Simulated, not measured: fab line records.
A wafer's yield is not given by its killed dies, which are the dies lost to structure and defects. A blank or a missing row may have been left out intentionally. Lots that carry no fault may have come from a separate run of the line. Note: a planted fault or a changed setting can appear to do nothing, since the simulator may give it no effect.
8D (eight disciplines) problem report, filled in by code    flow nand-harc    the parts of the form that need people (team, actions taken, sign-off) are left out

== 1. WHAT WENT WRONG ==
raw-defect-count at NHARC_A_SIN_REMOVE_INSPECT_04 reads a mean of 660 on 2 wafers of 2 lots; wafers without a fault read 312 with a standard deviation of 72. That puts it +4.8 standard deviations away from the usual mean.
First seen on wafer L639.3, day 17 18:31, on defect-inspect-01. At this step, 16 wafers from 6 lots have a number in the record. Rule for "out" (also "out of limits"): further than 4 standard deviations from the usual mean. Any other wafer with a number is counted as sound.

== 2. WHAT IT IS AND WHAT IT IS NOT ==
question                     is                                    is not
which readings at this step  raw-defect-count                      -
which lots                   L638, L639                            L626, L633, L644, L646
which wafers of those lots   L638.4, L639.3                        L639.2, L639.6
read on which gauges         defect-inspect-01, defect-inspect-02  -
when                         from day 17 18:31                     up to then (8 sound wafers); but 6 sound wafers of L644, L646 came after

== 3. SUSPECTS, AND WHAT RULES EACH OUT ==
Counting: if a tool at a process step up to the reading ran every lot that is out, it stays a suspect. Sound lots after the first of them don't rule it out here, since some wafers of a struck lot are sound.
- the gauge at NHARC_A_SIN_REMOVE_INSPECT_04 is ruled out. 2 gauges (defect-inspect-01, defect-inspect-02) read the wafers that are out.
- rie-diel-09 at NHARC_A_SLIT_STRIP_18 (strips in O2): kept. It ran every lot that is out, first L639 (day 17 10:44). Because NHARC_A_SLIT_STRIP_18 lacks a start for some lots, the hours and order of its lots are taken from NHARC_A_SLIT_PRECLEAN_19.
- wet-bench-03 at NHARC_A_SLIT_PRECLEAN_19 (cleans in SC1): kept. Every lot that is out went through it, the first being L639 (day 17 10:44); the last sound lot it ran before that was L626 (day 14 22:49).
After counting, rie-diel-09 at NHARC_A_SLIT_STRIP_18 and wet-bench-03 at NHARC_A_SLIT_PRECLEAN_19 remain.

== 4. THE CAUSE (what the simulator had put in) ==
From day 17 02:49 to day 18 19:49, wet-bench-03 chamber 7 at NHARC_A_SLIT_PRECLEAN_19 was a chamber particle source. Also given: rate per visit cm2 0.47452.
Of the 2 suspects that counting leaves, this tool is one.

== 5. THE CHAIN OF EFFECTS, in route order ==
Each row: a reading whose mean over the struck wafers that have a number lies more than 3 standard deviations from the usual. Only readings for which the record gives a usual standard deviation are gone through. hours: the time from each lot's start at the first step in this table that gives one to its start at this step, as a median over the lots. sigmas: the change in usual standard deviations.
hours  step                           reading           usual  on struck wafers  change  sigmas
0      NHARC_A_SIN_REMOVE_INSPECT_04  raw-defect-count  312    660               +348    +4.8
127    NHARC_END_SORT_01              killed-at-array   26     82                +56     +5.8
127    NHARC_END_SORT_01              killed-dies       31     86                +56     +5.6

== 6. HOW IT WOULD HAVE BEEN CAUGHT EARLIER ==
In this record the first reading out of limits at a measuring or inspecting step was taken at day 17 18:31, 16 hours after the fault began at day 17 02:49.
By day 17 18:31, every lot that is out (2) had started NHARC_A_SLIT_PRECLEAN_19 on wet-bench-03. A hold on the tool at that time would have spared none of them.
